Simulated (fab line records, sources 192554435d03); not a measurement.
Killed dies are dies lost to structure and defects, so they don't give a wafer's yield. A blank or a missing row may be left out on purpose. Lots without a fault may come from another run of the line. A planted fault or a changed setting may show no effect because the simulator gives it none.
A struck lot beside a sound one | flow n5_finfet | 38 steps out of a route of 1938
Sound: wafers L141.2, L141.4, L141.5. Struck: wafers L148.1, L148.4, L148.5. The cause comes at the end.
At each step with rows: each side's tool, then ch and its chambers, then its first start. Under that, the readings that differ: sound wafers | struck wafers | difference of the means | sigmas: that difference in standard deviations of wafers without a fault.
alike: readings whose means differ by less than 2 such deviations, and words and numbers that are the same on both sides. not compared: withheld readings, readings that some wafer has no value for, bounds like >300 that may hide the same value, and numbers for which the record gives no deviation and whose values overlap.
The two part at a step that has a row with sigmas, a row that says differs or no value, or rows on one side only. Numbers that don't overlap but have no deviation are shown without sigmas and don't part them. A reading that every wafer of one side lacks parts them only if that side has two wafers or more.

first, 11 steps without rows for these wafers: N5_FIN_CUT_STRIP_24 (strips in CF4); N5_FIN_CUT_CUT_ETCH_26 (etches SiNx in CH3F/O2, target depth 39 nm, time 55.7 s); N5_FIN_CUT_CUT_ETCH_27 (etches SiO2 in CHF3/O2, target depth 4 nm, overetch 2 nm, time 4.9 s); N5_FIN_CUT_PRECLEAN_35 (cleans in vHF, time 13.3 s); N5_FIN_CUT_CUT_ETCH_15 (etches Si in HBr/Cl2/O2, target depth 100 nm, bt time 10 s, time 42.4 s); N5_FIN_CUT_CUT_ETCH_28 (etches Si in HBr/Cl2/O2, target depth 6 nm, time 2.4 s); N5_FIN_CUT_STRIP_22 (strips in N2/H2); N5_FIN_CUT_PRECLEAN_36 (cleans in O3/DIW, time 60 s); N5_FIN_CUT_SRD_32 (time 30 s); N5_FIN_CUT_UV_OZONE_34 (time 120 s); N5_STI_FIN_REVEAL_ALD_00 (deposits SiO2, target thk 1 nm, pulse time 1 s).
N5_STI_FIN_REVEAL_ALD_14: deposits Si3N4, target thk 3 nm.
  sound on ald_sin-01 ch 0,3, day 2 06:38; struck on ald_sin-04 ch 0,2,3, day 4 00:06
  alike: heater_power_outer_w, heater_power_w
then, 25 steps without rows for these wafers: N5_STI_FIN_REVEAL_FCVD_FILL_01 (material SiO2 flowable, target thk 312 nm, time 512.2 s); N5_STI_FIN_REVEAL_DENSIFY_02 (time 1800 s); N5_STI_FIN_REVEAL_CMP_04 (polishes, stops on Si3N4, t overpolish 4 s, target thk 131.83 nm); N5_STI_FIN_REVEAL_DENSIFY_30; N5_STI_FIN_REVEAL_ETCHBACK_08 (etches SiO2 in C4F6/O2, target depth 30.5 nm, time 10.167 s); N5_STI_FIN_REVEAL_STRIP_24 (strips in N2/H2, time 90 s); N5_STI_FIN_REVEAL_PRECLEAN_25 (cleans in SPM, time 90 s); N5_STI_FIN_REVEAL_PRECLEAN_26 (cleans in SC1, time 45 s); N5_STI_FIN_REVEAL_PRECLEAN_29 (cleans in DHF, time 30 s); N5_STI_FIN_REVEAL_SRD_12 (time 30 s); N5_STI_FIN_REVEAL_RECESS_09 (chemistry HF/NH3, target SiO2, afs cycles 11, target depth 42.5 nm, sublimation time 60 s); N5_STI_FIN_REVEAL_STRIP_16 (strips SiNx in H3PO4, target depth 23.8 nm); N5_STI_FIN_REVEAL_PRECLEAN_17 (cleans in NF3:NH3, afs cycles 1, time 20 s, sublimation time 60 s); N5_STI_FIN_REVEAL_ETCH_34 (etches Si in H2, material Si, target depth 0.97 nm); N5_STI_FIN_REVEAL_OXIDATION_31 (chemistry O2 PLASMA REMOTE, time 20 s); N5_STI_FIN_REVEAL_PRECLEAN_32 (cleans in NF3:NH3, afs cycles 1, time 20 s, sublimation time 60 s); N5_STI_FIN_REVEAL_STRIP_35 (strips Si3N4 in H3PO4, target depth 4 nm, time 39 s); N5_STI_FIN_REVEAL_SRD_21 (time 30 s); N5_STI_FIN_REVEAL_OXIDATION_33 (chemistry O2 PLASMA REMOTE, time 20 s); N5_STI_FIN_REVEAL_CLEAN_19 (cleans in O3/DIW, time 120 s); N5_STI_FIN_REVEAL_SRD_23 (time 30 s); N5_STI_FIN_REVEAL_PRECLEAN_18 (cleans in SC2, time 45 s); N5_STI_FIN_REVEAL_SRD_28 (time 30 s); N5_DUMMY_GATE_PRECLEAN_00 (cleans in O3/DIW, time 60 s); N5_DUMMY_GATE_SRD_01 (time 30 s).
-- the record jumps here: 10 days lie between the struck wafers' starts before and after (it left off in module DUMMY_GATE and takes up again in module PASSIVATION, whose first step shown is number 1936 of the route) --
N5_PASSIVATION_PROBE_49:
  the record has rows for the struck wafers here (prober-01, day 13 14:48) and none for the sound ones

WHERE THEY PART
Only at N5_PASSIVATION_PROBE_49, within this record.

WHY: what the simulator had put in
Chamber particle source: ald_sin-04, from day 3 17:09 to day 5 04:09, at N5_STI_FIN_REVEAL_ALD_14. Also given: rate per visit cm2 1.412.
